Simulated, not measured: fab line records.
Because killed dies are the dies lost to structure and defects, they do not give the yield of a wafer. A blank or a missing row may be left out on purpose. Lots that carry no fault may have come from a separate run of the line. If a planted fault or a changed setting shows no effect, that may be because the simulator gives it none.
A lot that was struck, set against a sound lot | flow n5 finfet | 40 out of 1938 route steps
Sound: the wafers L114.2, L114.3, L114.4. Wafers L119.2, L119.4, L119.6 were the ones struck. Last of all comes the cause.
Per side, at each step with rows, come the tool, then ch with its chambers, and then its first start. Under that, the readings that differ: sound wafers | struck wafers | difference of the means | sigmas: that difference in standard deviations of wafers without a fault.
alike: readings whose means differ by less than 2 such deviations, and words and numbers that are the same on both sides. not compared: withheld readings, readings that some wafer has no value for, bounds like >300 that may hide the same value, and numbers for which the record gives no deviation and whose values overlap.
A row with sigmas, a row that says differs or no value, or rows on one side alone: a step with any of these is where the two part. Non-overlapping numbers with no deviation appear without sigmas and do not part them. A reading missing from all wafers of one side parts the sides only when that side holds two or more wafers.

first, 9 steps without rows for these wafers: N5_DUMMY_GATE_PEB_13 (peb time 60 s); N5_DUMMY_GATE_DEVELOP_14 (develop time 30 s); N5_DUMMY_GATE_DESCUM_20 (chemistry O2, time 6.2 s); N5_DUMMY_GATE_ETCH_29 (etches underlayer in N2/H2, target depth 13 nm); N5_DUMMY_GATE_ETCH_36 (etches SiARC in CF4, target depth 13 nm); N5_DUMMY_GATE_ETCH_37 (etches SOC in N2/H2, target depth 60 nm, overetch 30 nm); N5_DUMMY_GATE_STRIP_38 (strips in N2/H2); N5_DUMMY_GATE_STRIP_39 (strips in N2/H2); N5_DUMMY_GATE_TRIM_49 (chemistry O2, time 29 s, target cd 14 nm).
N5_DUMMY_GATE_STRIP_40: strips in CF4.
  sound on rie diel-03 ch 0,1,2, day 4 19:23; struck on rie diel-03 ch 1,3, day 6 02:25
  alike: drypump motor current A, oes product au, power w, rf vpp V, showerhead plenum p Torr, throttle valve pct
  not compared: rf hours counter h
then, 13 steps without rows for these wafers: N5_DUMMY_GATE_ETCH_31 (etches SiO2 in C4F6/O2, target depth 82.5 nm, time 27.5 s); N5_DUMMY_GATE_STRIP_41 (strips in O2); N5_DUMMY_GATE_HM_OPEN_21 (chemistry CH3F/O2, target SiNx, target depth 120 nm, time 171.4 s); N5_DUMMY_GATE_ETCH_32 (etches SiO2 in CF4, target depth 3.5 nm, time 3.9 s); N5_DUMMY_GATE_ETCH_23 (etches poly-Si in HBr/Cl2/O2, target depth 41 nm, time 22.3 s); N5_DUMMY_GATE_ETCH_44 (etches poly-Si in HBr/O2, stops on SiO2, target depth 127.5 nm); N5_DUMMY_GATE_ETCH_42 (etches SiO2 in CHF3/O2, target depth 3.5 nm, time 31 s); N5_DUMMY_GATE_STRIP_48 (strips in N2/H2, time 20 s); N5_DUMMY_GATE_PRECLEAN_33 (cleans in dHF, time 10 s); N5_DUMMY_GATE_PRECLEAN_25 (cleans in O3/DIW, time 45 s); N5_DUMMY_GATE_PRECLEAN_51 (cleans in SC2, time 45 s); N5_DUMMY_GATE_SRD_26 (time 30 s); N5_DUMMY_GATE_UV_OZONE_45 (time 120 s).
N5_DUMMY_GATE_INSPECT_27: inspects for defects (brightfield).
  struck on defect inspect-01, day 6 03:15; sound on defect inspect-02, day 4 20:13
  reading          | sound       | struck      | difference | sigmas
  raw defect count | 292 361 202 | 872 830 760 | +536       | +7
then, 3 steps without rows for these wafers: N5_SPACER0_ALD_07 (deposits SiNx, target thk 2 nm); N5_SPACER0_ALD_00 (deposits SiOCN, target thk 3.5 nm, pulse time 3 s, purge time 2 s); N5_SPACER0_ALD_08 (deposits SiNx, target thk 2 nm).
N5_SPACER0_INSPECT_04: inspects for defects (darkfield).
  struck on defect inspect-01, day 6 03:51; sound on defect inspect-01, day 4 20:53
  reading          | sound       | struck      | difference | sigmas
  raw defect count | 172 164 129 | 710 703 675 | +541       | +15
then, 8 steps without rows for these wafers: N5_SD_EPI_N_COAT_32 (time 60 s, resist thk 350 nm); N5_SD_EPI_N_COAT_33 (time 60 s, resist thk 35 nm); N5_SD_EPI_N_COAT_03 (resist thk 150 nm); N5_SD_EPI_N_EBR_05; N5_SD_EPI_N_SOFTBAKE_04 (time 60 s); N5_SD_EPI_N_EXPOSE_06 (exposes mask SD N BLK, target cd 120 nm); N5_SD_EPI_N_PEB_07 (peb time 60 s); N5_SD_EPI_N_DEVELOP_08 (develop time 30 s).
N5_SD_EPI_N_INSPECT_11: inspects for defects (macro).
  struck on defect inspect-02, day 6 04:19; sound on defect inspect-01, day 4 21:20
  reading          | sound | struck         | difference | sigmas
  raw defect count | 3 3 2 | >300 >300 >300 | differs    |
N5_SD_EPI_N_INSPECT_26: inspects for defects (darkfield).
  struck on defect inspect-01, day 6 08:37; sound on defect inspect-02, day 5 01:25
  reading          | sound       | struck      | difference | sigmas
  raw defect count | 310 223 223 | 766 769 717 | +499       | +12
N5_SD_EPI_P_INSPECT_26: inspects for defects (darkfield).
  struck on defect inspect-01, day 6 12:50; sound on defect inspect-02, day 5 05:37
  reading          | sound       | struck      | difference | sigmas
  raw defect count | 170 177 157 | 755 743 710 | +568       | +16
-- the record jumps here: 9 days lie between the struck wafers' starts before and after (it left off in module SD_EPI_P and takes up again in module PASSIVATION, whose first step shown is number 1936 of the route) --
N5_PASSIVATION_PROBE_49:
  the record has rows for the struck wafers here (prober-01, day 15 20:26) and none for the sound ones

WHERE THEY PART
First at N5_DUMMY_GATE_INSPECT_27; last, within this record, at N5_PASSIVATION_PROBE_49.

WHY: what the simulator had put in
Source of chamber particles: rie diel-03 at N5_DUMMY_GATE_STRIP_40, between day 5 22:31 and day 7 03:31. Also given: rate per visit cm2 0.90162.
